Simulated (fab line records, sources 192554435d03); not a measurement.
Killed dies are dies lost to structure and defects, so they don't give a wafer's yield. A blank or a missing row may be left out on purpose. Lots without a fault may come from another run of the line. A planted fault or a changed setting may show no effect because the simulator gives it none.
fab line records | flow n5_finfet | part 1 of 2: steps 1 to 22 of 35
record lots=5 wafers=15 last_day=17
route steps=1938 shown BEOL_M11@1577 BEOL_M12@1602
lots that met no fault: from a run of the same line without faults
start_h: hours from the record's first day to the start of the lot's first wafer shown | wait_h: hours since the lot's step before | " the same as in the row above | L1.1+2: a row that stands for several wafers | - no value, or no start given | * or withheld: withheld | < > ~ a bound
route shown NAME@n: a module of which the file shows steps, and the number in the route of the first | usual: mean/standard deviation of fault-free wafers | same: alike in all rows | chamber/n: place in a boat | sites: the reading at each site | _std_site: their standard deviation | _edge_site: outer sites' mean less inner sites' | radius_mm: how far each site lies from the wafer's centre | mask NAME#n: copy n | behind: the tool/chamber that last shaped the wafer | hold: why the lot was held/for how many hours/how that ended | device: the transistor (n, p or np) that didn't switch | end of line: the same wafers' tests at the end of the route | a step without rows: its recipe alone | killed: dies lost to structure and defects at the first sort, not the wafer's yield | map: a wafer's dies, x killed, . not, _ none there
set.NAME: the setting as run; set.NAME@STEP: as run at that earlier step | model.NAME: the simulator's own value behind a step, which no gauge read
lots at some steps of the route; a table a step, a row a wafer
services: from which hour (start_h, from the record's first day; less than 0 if before it) a tool's chamber was out of use, for how many hours, and why
## steps
# step N5_BEOL_M11_STRIP_36
# recipe chemistry=N2/H2 power_w=450 temp_c=40 pressure_mtorr=20 rf_frequency_hz=6e+07 overash_fraction=0.3 bias_power_w=7 h2_frac=0.5 n2_flow_sccm=200 h2_flow_sccm=200
# usual drypump_motor_current_A=5.6/0.43 h2_flow_sccm=200.0/0.56 oes_product_au=0.80/0.083 rf_vpp_V=59.0/1.7 showerhead_plenum_p_Torr=2.54/0.085 throttle_valve_pct=23.8/0.4
# columns lot.wafer tool chamber start_h wait_h drypump_motor_current_A h2_flow_sccm oes_product_au rf_hours_counter_h rf_vpp_V showerhead_plenum_p_Torr throttle_valve_pct
L076.2 rie_diel-06 0 250.88 0.0 5.2 199.2 0.78 96 56.9 2.44 23.2
L076.3 " 2 " " 6.0 199.0 0.67 242 58.6 2.49 23.5
L076.5 " 3 " " 6.2 200.1 0.86 - 59.2 2.58 23.8
L075.2 rie_diel-04 1 254.35 0.0 5.3 199.2 0.70 226 58.5 2.50 23.5
L075.4 " 3 " " 5.2 200.4 0.85 63 57.5 2.47 23.8
L075.6 " 2 " " 5.7 199.0 0.68 - 62.0 2.41 24.6
L080.1 rie_diel-06 3 281.03 0.0 6.2 199.9 0.84 70 58.3 2.58 23.8
L080.2 " 0 " " 5.2 200.3 0.80 106 59.9 2.43 23.2
L080.3 " 1 " " 5.7 199.5 0.74 208 57.0 2.52 23.8
L085.4 rie_diel-03 0 305.52 0.0 5.1 200.1 0.70 - 57.8 2.52 23.9
L085.5 " 1 " " 5.4 200.0 0.82 - 59.6 2.67 23.6
L085.6 " 3 " " 6.4 199.5 0.85 - 60.6 2.60 24.6
L096.1 rie_diel-06 3 366.92 0.0 6.2 200.1 0.82 94 60.6 2.57 23.9
L096.2 " 0 " " 5.2 200.5 0.76 129 57.7 2.42 23.3
L096.4 " 1 " " 5.7 200.7 0.71 232 60.5 2.51 23.9
# step N5_BEOL_M11_TRENCH_ETCH_37
# recipe chemistry=C4F6/O2 target_depth_a=1488.3 target=SiCOH_lowk time_s=48 ion_energy_ev=250 pressure_mtorr=30 source_w=345 bias_w=185 Ar_flow_sccm=300 C4F6_flow_sccm=10 O2_flow_sccm=10
# usual drypump_motor_current_A=5.6/0.42 oes_ar_750_au=0.79/0.085 oes_product_au=0.79/0.084 rf_vpp_V=671/29 showerhead_plenum_p_Torr=2.84/0.095 throttle_valve_pct=21.01/0.18
# same time_s=48
# columns lot.wafer tool chamber start_h wait_h drypump_motor_current_A oes_ar_750_au oes_product_au rf_hours_counter_h rf_vpp_V showerhead_plenum_p_Torr throttle_valve_pct
L076.2 rie_diel-06 0 - - 5.2 0.79 0.78 96 663 2.75 20.73
L076.3 " 2 " " 6.0 0.69 0.67 243 653 2.78 21.00
L076.5 " 3 " " 6.2 0.84 0.84 - 678 2.91 20.98
L075.2 rie_diel-04 1 - - 5.3 0.72 0.69 226 644 2.82 20.94
L075.4 " 3 " " 5.2 0.84 0.84 63 646 2.77 20.89
L075.6 " 2 " " 5.7 0.70 0.67 - 633 2.70 21.40
L080.1 rie_diel-06 3 - - 6.2 0.82 0.83 70 676 2.91 20.96
L080.2 " 0 " " 5.2 0.78 0.77 106 664 2.74 20.76
L080.3 " 1 " " 5.7 0.69 0.72 208 714 2.79 21.01
L085.4 rie_diel-03 0 - - 5.1 0.69 0.70 - 714 2.83 21.16
L085.5 " 1 " " 5.4 0.81 0.83 - 719 3.01 21.08
L085.6 " 3 " " 6.3 0.82 0.85 - 660 2.91 21.33
L096.1 rie_diel-06 3 - - 6.2 0.80 0.80 94 676 2.90 21.02
L096.2 " 0 " " 5.2 0.76 0.76 129 662 2.73 20.80
L096.4 " 1 " " 5.7 0.68 0.71 232 715 2.78 21.06
# step N5_BEOL_M11_ETCH_41
# recipe chemistry=CH3F/O2 target=SiCN target_depth_a=426 taper_deg=2 time_s=86 ion_energy_ev=120 mask_material=TiN pressure_mtorr=30 source_w=395 bias_w=75 Ar_flow_sccm=150 CH3F_flow_sccm=30 O2_flow_sccm=20
# usual drypump_motor_current_A=5.6/0.43 oes_product_au=0.79/0.084 rf_vpp_V=297.3/1.5 showerhead_plenum_p_Torr=2.00/0.069 throttle_valve_pct=16.38/0.18
# same time_s=86
# columns lot.wafer tool chamber start_h wait_h drypump_motor_current_A oes_product_au rf_hours_counter_h rf_vpp_V showerhead_plenum_p_Torr throttle_valve_pct
L076.2 rie_diel-06 0 - - 5.2 0.78 96 295.9 1.92 16.13
L076.3 " 2 " " 6.0 0.67 243 297.4 1.96 16.53
L076.5 " 3 " " 6.2 0.84 - 297.2 2.05 16.26
L075.2 rie_diel-04 1 - - 5.3 0.69 226 296.9 1.98 16.39
L075.4 " 3 " " 5.2 0.83 63 297.3 1.95 16.25
L075.6 " 2 " " 5.7 0.68 - 293.8 1.90 16.81
L080.1 rie_diel-06 3 - - 6.2 0.83 70 297.8 2.04 16.27
L080.2 " 0 " " 5.2 0.78 106 296.7 1.92 16.16
L080.3 " 1 " " 5.7 0.72 208 297.4 1.96 16.51
L085.4 rie_diel-03 0 - - 5.1 0.70 - 297.9 1.99 16.55
L085.5 " 1 " " 5.4 0.84 - 301.0 2.12 16.40
L085.6 " 3 " " 6.4 0.86 - 298.0 2.04 16.55
L096.1 rie_diel-06 3 - - 6.2 0.80 94 296.6 2.03 16.34
L096.2 " 0 " " 5.2 0.76 129 295.7 1.91 16.19
L096.4 " 1 " " 5.7 0.70 232 295.9 1.95 16.54
# step N5_BEOL_M11_STRIP_77
# recipe chemistry=N2/H2 time_s=10 power_w=450 temp_c=40 pressure_mtorr=20 rf_frequency_hz=6e+07 bias_power_w=7 n2_flow_sccm=200 h2_flow_sccm=200
# usual drypump_motor_current_A=5.6/0.43 h2_flow_sccm=200.1/0.59 oes_product_au=0.80/0.081 rf_vpp_V=59.1/0.82 showerhead_plenum_p_Torr=2.54/0.085 throttle_valve_pct=23.8/0.4
# same time_s=10
# columns lot.wafer tool chamber start_h wait_h drypump_motor_current_A h2_flow_sccm oes_product_au rf_hours_counter_h rf_vpp_V showerhead_plenum_p_Torr throttle_valve_pct
L076.2 rie_diel-06 0 - - 5.2 200.0 0.79 96 59.1 2.44 23.2
L076.3 " 2 " " 6.0 199.2 0.67 243 58.7 2.49 23.5
L076.5 " 3 " " 6.2 200.0 0.85 - 58.9 2.58 23.8
L075.2 rie_diel-04 1 - - 5.3 199.4 0.70 226 59.5 2.50 23.5
L075.4 " 3 " " 5.2 200.0 0.82 63 57.9 2.47 23.8
L075.6 " 2 " " 5.7 200.7 0.68 - 58.7 2.41 24.6
L080.1 rie_diel-06 3 - - 6.1 200.2 0.84 70 59.3 2.58 23.8
L080.2 " 0 " " 5.2 200.1 0.78 106 58.9 2.43 23.2
L080.3 " 1 " " 5.7 200.1 0.74 208 58.6 2.52 23.9
L085.4 rie_diel-03 0 - - 5.1 200.8 0.70 - 60.5 2.52 23.9
L085.5 " 1 " " 5.4 199.9 0.83 - 60.1 2.67 23.6
L085.6 " 3 " " 6.4 199.2 0.85 - 59.1 2.60 24.6
L096.1 rie_diel-06 3 - - 6.2 200.5 0.81 94 59.6 2.57 23.9
L096.2 " 0 " " 5.2 199.2 0.77 129 58.3 2.42 23.3
L096.4 " 1 " " 5.7 200.8 0.71 232 58.2 2.51 23.9
# step N5_BEOL_M11_OCD_MEAS_38
# usual trench_depth_nm=148/3.6
# columns lot.wafer tool chamber start_h wait_h trench_depth_nm
L076.2 ocd-02 - 251.10 - 142
L076.3 " - " " 144
L076.5 " - " " 148
L075.2 ocd-01 - 254.58 - 145
L075.4 " - " " 145
L075.6 " - " " 151
L080.1 ocd-02 - 281.25 - 149
L080.2 " - " " 141
L080.3 " - " " 151
L085.4 ocd-01 - 305.73 - 145
L085.5 " - " " 145
L085.6 " - " " 153
L096.1 ocd-01 - 367.14 - 150
L096.2 " - " " 143
L096.4 " - " " 150
# step N5_BEOL_M11_HM_STRIP_39
# recipe chemistry=peroxide_tin_strip material=TiN target_depth_a=250 temp_c=50 time_s=158
# same time_s=158
# columns lot.wafer tool chamber start_h wait_h
L076.2+3+5 wet_bench-05 2,1,5 251.14 0.0
L075.2+4+6 wet_bench-01 1,3,0 254.61 0.0
L080.1+2+3 wet_bench-01 6,5,1 281.28 0.0
L085.4+5+6 wet_bench-01 0,7,1 305.76 0.0
L096.1+2+4 wet_bench-06 5,7,0 367.17 0.0
# step N5_BEOL_M11_SRD_40
# recipe time_s=30 temp_c=23 rinse_liquid=diw dry=ipa_marangoni
# same time_s=30
# columns lot.wafer tool chamber start_h wait_h
L076.2+3+5 wet_bench-05 2,1,5 251.18 0.0
L075.2+4+6 wet_bench-01 1,3,0 254.65 0.0
L080.1+2+3 wet_bench-01 6,5,1 281.33 0.0
L085.4+5+6 wet_bench-01 0,7,1 305.87 0.0
L096.1+2+4 wet_bench-06 5,7,0 367.22 0.0
# step N5_BEOL_M11_PRECLEAN_42
# recipe chemistry=residue_remover time_s=60 temp_c=40
# same time_s=60
# columns lot.wafer tool chamber start_h wait_h
L076.2+3+5 wet_bench-05 2,1,5 251.20 0.0
L075.2+4+6 wet_bench-01 1,3,0 254.67 0.0
L080.1+2+3 wet_bench-01 6,5,1 281.35 0.0
L085.4+5+6 wet_bench-01 0,7,1 305.91 0.0
L096.1+2+4 wet_bench-06 5,7,0 367.24 0.0
# step N5_BEOL_M11_SRD_43
# recipe time_s=30 temp_c=23 rinse_liquid=diw dry=ipa_marangoni
# same time_s=30
# columns lot.wafer tool chamber start_h wait_h
L076.2+3+5 wet_bench-05 2,1,5 251.22 0.0
L075.2+4+6 wet_bench-01 1,3,0 254.69 0.0
L080.1+2+3 wet_bench-01 6,5,1 281.37 0.0
L085.4+5+6 wet_bench-01 0,7,1 305.95 0.0
L096.1+2+4 wet_bench-06 5,7,0 367.25 0.0
# step N5_BEOL_M11_CD_MEAS_35
# recipe target_cd_nm=70 polarity=opening
# usual cd_nm=69.9/0.87
# columns lot.wafer tool chamber start_h wait_h cd_nm
L076.2 cd_sem-03 - 251.26 0.0 72.3
L076.3 " - " " 69.7
L076.5 " - " " 71.0
L075.2 cd_sem-01 - 254.73 0.0 70.4
L075.4 " - " " 68.8
L075.6 " - " " 69.6
L080.1 cd_sem-02 - 281.41 0.0 69.2
L080.2 " - " " 69.0
L080.3 " - " " 69.3
L085.4 cd_sem-01 - 306.02 0.0 69.5
L085.5 " - " " 69.6
L085.6 " - " " 69.8
L096.1 cd_sem-03 - 367.29 0.0 70.5
L096.2 " - " " 69.6
L096.4 " - " " 69.7
# step N5_BEOL_M11_CURE_72
# recipe temp_c=370 time_s=120 ambient=DMADMS/He material=SiCOH_lowk
# usual lamp_power_pct=52.31/0.057 wafer_temp_C_max=371.8/0.73
# same time_s=120
# columns lot.wafer tool chamber start_h wait_h lamp_power_pct wafer_temp_C_max
L076.2 uv_cure-03 0 251.40 0.1 52.25 371.5
L076.3 " 0 " " 52.17 372.0
L076.5 " 0 " " 52.32 371.3
L075.2 uv_cure-01 0 254.82 0.1 52.30 371.2
L075.4 " 0 " " 52.31 371.6
L075.6 " 0 " " 52.29 371.7
L080.1 uv_cure-01 2 281.45 0.0 52.37 372.3
L080.2 " 2 " " 52.32 372.9
L080.3 " 2 " " 52.31 372.8
L085.4 uv_cure-02 0 306.20 0.2 52.24 372.7
L085.5 " 0 " " 52.30 373.0
L085.6 " 0 " " 52.35 372.4
L096.1 uv_cure-01 1 367.34 0.0 52.30 371.7
L096.2 " 1 " " 52.36 372.2
L096.4 " 1 " " 52.30 371.8
# step N5_BEOL_M11_DEGAS_44
# recipe ambient=vacuum temp_c=250 time_s=60
# usual heater_power_w=334/25
# same time_s=60
# columns lot.wafer tool chamber start_h wait_h heater_power_w
L076.2 pvd_sputter-03 - 252.57 1.1 282
L076.3 " - " " 337
L076.5 " - " " 345
L075.2 pvd_sputter-03 - 256.21 1.3 297
L075.4 " - " " 333
L075.6 " - " " 348
L080.1 pvd_sputter-03 - 281.85 0.3 295
L080.2 " - " " 358
L080.3 " - " " 338
L085.4 pvd_sputter-03 - 306.56 0.3 294
L085.5 " - " " 331
L085.6 " - " " 294
L096.1 pvd_sputter-03 - 369.34 1.9 290
L096.2 " - " " 342
L096.4 " - " " 361
# step N5_BEOL_M11_PRE_CLEAN_45
# recipe gas=H2/He time_s=30 temp_c=250
# usual heater_power_w=333/24
# same time_s=30
# columns lot.wafer tool chamber start_h wait_h heater_power_w
L076.2 pvd_sputter-03 - 252.61 0.0 289
L076.3 " - " " 331
L076.5 " - " " 340
L075.2 pvd_sputter-03 - 256.25 0.0 291
L075.4 " - " " 331
L075.6 " - " " 340
L080.1 pvd_sputter-03 - 281.89 0.0 295
L080.2 " - " " 351
L080.3 " - " " 344
L085.4 pvd_sputter-03 - 306.60 0.0 292
L085.5 " - " " 332
L085.6 " - " " 301
L096.1 pvd_sputter-03 - 369.38 0.0 294
L096.2 " - " " 333
L096.4 " - " " 363
# step N5_BEOL_M11_ALD_74
# recipe material=TaN target_thk_a=20 temp_c=275 ald_precursor_family=PDMAT ald_co_reactant=NH3 pressure_torr=3 carrier_flow_sccm=1500 pulse_time_s=2 purge_time_s=3 co_reactant_purge_time_s=2 co_reactant_pulse_time_s=3 ald_cycles=40 precursor_vessel_temp_c=75 precursor_vessel_pressure_torr=26.25 precursor_vessel_carrier_sccm=1000
# usual heater_power_w=428/50
# columns lot.wafer tool chamber start_h wait_h heater_power_w
L076.2 ald_metal-04 0 252.75 0.1 397
L076.3 " 3 " " 525
L076.5 " 2 " " 395
L075.2 ald_metal-04 0 256.32 0.1 396
L075.4 " 2 " " 399
L075.6 " 2 " " 396
L080.1 ald_metal-03 0 281.96 0.0 328
L080.2 " 1 " " 439
L080.3 " 2 " " 424
L085.4 ald_metal-03 2 306.68 0.1 420
L085.5 " 1 " " 429
L085.6 " 0 " " 327
L096.1 ald_metal-03 3 369.50 0.1 393
L096.2 " 2 " " 409
L096.4 " 0 " " 322
# step N5_BEOL_M11_SURFACE_TREAT_76
# recipe gas=Ar time_s=* ion_energy_ev=* ion_current_ma_cm2=0.5 pressure_mtorr=* ar_flow_sccm=30
# usual throttle_valve_pct=*
# same time_s=*
# columns lot.wafer tool chamber start_h wait_h throttle_valve_pct
L076.2 pvd_sputter-01 - 253.08 0.2 *
L076.3 " - " " *
L076.5 " - " " *
L075.2 pvd_sputter-01 - 256.69 0.2 *
L075.4 " - " " *
L075.6 " - " " *
L080.1 pvd_sputter-03 - 282.25 0.2 *
L080.2 " - " " *
L080.3 " - " " *
L085.4 pvd_sputter-03 - 307.08 0.3 *
L085.5 " - " " *
L085.6 " - " " *
L096.1 pvd_sputter-03 - 370.10 0.5 *
L096.2 " - " " *
L096.4 " - " " *
# step N5_BEOL_M11_CVD_75
# recipe material=Co target_thk_a=20 temp_c=withheld precursor=CCTBA/H2 pressure_torr=30 time_s=138.9
# same time_s=138.9
# columns lot.wafer tool chamber start_h wait_h
L076.2+3+5 cvd_co-01 1,2,1 253.14 0.0
L075.2+4+6 cvd_co-02 0,2,1 256.84 0.1
L080.1+2+3 cvd_co-02 0,1,2 282.37 0.1
L085.4+5+6 cvd_co-01 0,2,1 307.19 0.1
L096.1+2+4 cvd_co-02 1,0,2 370.17 0.1
# step N5_BEOL_M11_SPUTTER_48
# recipe material=Cu target_thk_a=120 temp_c=-20 bias_v=60 power_w=26000 chamber_pressure_pa=0.13 time_s=2
# usual cathode_dc_power_W=26000/4.4 chamber_pressure_pa=0.13002/0.00026 chuck_sensor_temp_C=-16.0/0.5 throttle_valve_pct=29.7/0.84
# same time_s=2
# columns lot.wafer tool chamber start_h wait_h cathode_dc_power_W chamber_pressure_pa chuck_sensor_temp_C throttle_valve_pct
L076.2 pvd_sputter-01 - 253.29 0.1 26003 0.13004 -15.7 30.2
L076.3 " - " " 25994 0.13027 -15.3 29.8
L076.5 " - " " 26003 0.13011 -15.3 30.3
L075.2 pvd_sputter-01 - 256.97 0.1 25998 0.1299 -15.2 30.1
L075.4 " - " " 26004 0.13039 -15.4 28.5
L075.6 " - " " 26000 0.12955 -15.2 30.3
L080.1 pvd_sputter-01 - 282.57 0.2 25998 0.1298 -16.6 29.0
L080.2 " - " " 26008 0.12999 -15.4 30.1
L080.3 " - " " 26014 0.13024 -15.7 30.5
L085.4 pvd_sputter-03 - 307.26 0.0 25997 0.13007 -15.7 30.3
L085.5 " - " " 25992 0.12971 -17.1 29.3
L085.6 " - " " 25994 0.13012 -16.1 28.6
L096.1 pvd_sputter-03 - 370.44 0.2 25999 0.13025 -16.4 28.7
L096.2 " - " " 25998 0.12944 -15.5 30.7
L096.4 " - " " 25998 0.1299 -16.2 30.9
# step N5_BEOL_M11_ECD_50
# recipe material=Cu target_thk_a=3180
# columns lot.wafer tool chamber start_h wait_h
L076.2+3+5 ecd_cu-01 1,0,0 253.41 0.1
L075.2+4+6 ecd_cu-02 1,0,0 257.09 0.1
L080.1+2+3 ecd_cu-02 0,1,1 282.69 0.1
L085.4+5+6 ecd_cu-02 1,0,1 307.41 0.1
L096.1+2+4 ecd_cu-02 1,0,1 370.55 0.1
# step N5_BEOL_M11_ANNEAL_51
# recipe temp_c=225 time_s=90 ambient=N2
# usual wafer_temp_C_max=225.8/0.4
# same time_s=90
# columns lot.wafer tool chamber start_h wait_h wafer_temp_C_max
L076.2 rtp_anneal-02 0 253.57 0.1 225.7
L076.3 " 0 " " 225.7
L076.5 " 0 " " 225.5
L075.2 rtp_anneal-02 0 257.62 0.5 225.5
L075.4 " 0 " " 225.3
L075.6 " 0 " " 225.7
L080.1 rtp_anneal-02 0 282.91 0.2 225.5
L080.2 " 0 " " 225.7
L080.3 " 0 " " 225.4
L085.4 rtp_anneal-01 0 307.69 0.3 225.6
L085.5 " 0 " " 226.7
L085.6 " 0 " " 226.2
L096.1 rtp_anneal-02 0 370.77 0.2 225.9
L096.2 " 0 " " 225.9
L096.4 " 0 " " 225.7
# step N5_BEOL_M11_CMP_52
# recipe stop_on=SiCOH_lowk t_overpolish_s=7 down_force_psi=1 platen_rpm=50 clearing_platen_down_force_psi=1.5 clearing_platen_rpm=50 post_cmp_clean=cu_alkaline target_thk_nm=140 clearing_platen_pad_velocity_m_s=0.99484 pad_velocity_m_s=0.99484
# usual barrier_field_endpoint_s=28.6/0.82 motor_current_A=6.2/0.72 overpolish_run_s=7.000/0.0093 platen_rpm=50.00/0.032 time_to_endpoint_s=65/4
# columns lot.wafer tool chamber start_h wait_h barrier_field_endpoint_s motor_current_A overpolish_run_s platen_rpm time_to_endpoint_s
L076.2 cmp-03 3 253.82 0.2 29.0 6.1 7.015 50.01 69
L076.3 " 2 " " 28.3 6.7 6.995 50.05 64
L076.5 " 0 " " 28.2 7.2 6.996 50.05 64
L075.2 cmp-03 1 257.91 0.2 28.4 5.9 7.014 49.97 63
L075.4 " 3 " " 29.4 5.9 7.005 49.98 67
L075.6 " 1 " " 28.9 5.9 6.995 50.06 63
L080.3 cmp-02 0 283.25 0.2 27.9 6.6 6.993 49.98 66
L080.1 " 1 " " 30.1 7.1 7.007 49.99 71
L080.2 " 2 " " 28.4 6.0 6.997 50.02 63
L085.4 cmp-02 2 307.90 0.2 27.9 5.9 7.002 49.99 64
L085.5 " 1 " " 30.4 7.1 6.993 49.96 70
L085.6 " 2 " " 28.2 6.5 6.993 49.96 64
L096.4 cmp-03 0 371.12 0.2 28.5 7.3 6.999 49.99 66
L096.2 " 1 " " 28.2 5.9 7.004 49.99 67
L096.1 " 3 " " 28.8 5.8 7.003 50.04 71
# step N5_BEOL_M11_THK_MEAS_53
# recipe thk_meas_gauge=xrf reads=Cu_of_BEOL_M11_ECD_50
# usual M11_THK=139/4.1
# columns lot.wafer tool chamber start_h wait_h M11_THK[nm]
L076.2 film_metro-02 - 254.11 - 135
L076.3 " - " " 135
L076.5 " - " " 140
L075.2 film_metro-01 - 258.16 - 135
L075.4 " - " " 137
L075.6 " - " " 141
L080.1 film_metro-01 - 283.50 - 139
L080.2 " - " " 131
L080.3 " - " " 140
L085.4 film_metro-02 - 308.16 - 136
L085.5 " - " " 138
L085.6 " - " " 144
L096.1 film_metro-01 - 371.41 - 144
L096.2 " - " " 136
L096.4 " - " " 143
# step N5_BEOL_M11_PRE_CLEAN_55
# recipe gas=NH3 time_s=15 temp_c=withheld rf_power_w=300
# same time_s=15
# columns lot.wafer tool chamber start_h wait_h
L076.2+3+5 pecvd-04 2,0,0 254.15 0.0
L075.2+4+6 pecvd-02 1,2,1 258.20 0.0
L080.1+2+3 pecvd-03 0,2,1 283.54 0.0
L085.4+5+6 pecvd-02 1,2,0 308.21 0.0
L096.1+2+4 pecvd-03 2,0,1 371.45 0.0
